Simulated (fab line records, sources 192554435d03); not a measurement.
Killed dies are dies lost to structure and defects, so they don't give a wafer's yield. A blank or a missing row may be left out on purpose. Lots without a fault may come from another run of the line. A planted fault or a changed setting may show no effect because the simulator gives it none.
Which tool did it? | flow n5_finfet | 12 lots, 31 wafers sampled, at 2 steps of a route of 1938

WHAT THE GAUGES READ, wafer by wafer
N5_BEOL_M7_THK_MEAS_53: measures by xrf.
lot  | measured     | on            | M7_THK (nm)
L531 | day 9 06:34  | film_metro-01 | 80 75
L532 | day 9 09:17  | film_metro-02 | 77 80
L533 | day 9 17:08  | film_metro-02 | 80 82
L538 | day 11 07:17 | film_metro-01 | 76 81
L541 | day 11 18:18 | film_metro-02 | 80 77 74
L542 | day 12 11:10 | film_metro-02 | 76 83
L543 | day 12 12:33 | film_metro-01 | 82 79 80
L546 | day 13 01:10 | film_metro-02 | 81 83 80
L547 | day 13 08:32 | film_metro-02 | 84 78 81
L548 | day 13 10:57 | film_metro-01 | 81 77 80
L550 | day 14 09:33 | film_metro-01 | 74 87 81
L551 | day 14 10:06 | film_metro-01 | 81 81 81

WHICH TOOL RAN EACH LOT (tool, then ch and the chambers of the sampled wafers, then the start)
lot  | N5_BEOL_M7_CMP_52
L531 | cmp-03 ch 0,3, day 9 06:23
L532 | cmp-02 ch 1,3, day 9 08:59
L533 | cmp-02 ch 2,3, day 9 16:51
L538 | cmp-03 ch 0,2, day 11 07:01
L541 | cmp-04 ch 0,1,3, day 11 18:02
L542 | cmp-04 ch 2,3, day 12 10:57
L543 | cmp-03 ch 0,2,3, day 12 12:15
L546 | cmp-04 ch 0,3, day 13 00:52
L547 | cmp-03 ch 0,3, day 13 08:14
L548 | cmp-04 ch 1,2,3, day 13 10:39
L550 | cmp-04 ch 1,3, day 14 09:18
L551 | cmp-04 ch 1,2,3, day 14 09:52
- N5_BEOL_M7_CMP_52: polishes, stops on SiCOH lowk, t overpolish 6.9 s, target thk 80 nm.

WHAT THE TOOLS THEMSELVES READ (means of the sampled wafers that have a number; where no wafer has one, the mark that the record gives instead)
N5_BEOL_M7_CMP_52.
lot  | tool   | barrier_field_endpoint_s (s) | motor_current_A (A) | overpolish_run_s (s) | slurry_flow_ml_min | time_to_endpoint_s (s)
L531 | cmp-03 | 29.1                         | 6.3                 | 6.892                | 150.4              | 64
L532 | cmp-02 | 29.9                         | 5.9                 | 6.901                | 149.9              | 60
L533 | cmp-02 | 28.2                         | 6.2                 | 6.899                | 150.1              | 59
L538 | cmp-03 | 28.5                         | 6.2                 | 6.898                | 149.6              | 56
L541 | cmp-04 | 28.0                         | 6.4                 | 6.903                | 150.3              | 61
L542 | cmp-04 | 28.5                         | 5.6                 | 6.893                | 149.4              | 62
L543 | cmp-03 | 28.7                         | 6.4                 | 6.897                | 149.9              | 60
L546 | cmp-04 | 29.3                         | 6.1                 | 6.898                | 150.4              | 58
L547 | cmp-03 | 28.5                         | 6.5                 | 6.910                | 150.0              | 59
L548 | cmp-04 | 29.4                         | 6.1                 | 6.905                | 150.7              | 62
L550 | cmp-04 | 30.6                         | 6.3                 | 6.906                | 150.0              | 66
L551 | cmp-04 | 30.2                         | 6.0                 | 6.905                | 149.9              | 65

THE ANSWER, worked out from the rows above alone
Rule: what is usual is taken from the lots themselves. Put in order of their means at a reading, lots are off if they are a third of the lots or fewer, leave a main group of 4 or more, and stand apart from it by a gap of 3 or more times the standard deviation of the main group's means; of several such gaps the widest counts. A main group whose means are all the same, to the digits that the tables above print for the reading, isn't used. A lot without any number at a reading at which 4 lots or more have one is off too. The other lots that the step has rows for count as sound. The gauges are gone through in route order, then the tools' own readings, and for those a lot's mean is taken as printed above. The first step at which some lot is off is used, and at that step the reading that is off furthest; a lot without a number counts as furthest.
No lot is off at any reading shown: from this, nothing can be told.

WHAT THE SIMULATOR HAD PUT IN
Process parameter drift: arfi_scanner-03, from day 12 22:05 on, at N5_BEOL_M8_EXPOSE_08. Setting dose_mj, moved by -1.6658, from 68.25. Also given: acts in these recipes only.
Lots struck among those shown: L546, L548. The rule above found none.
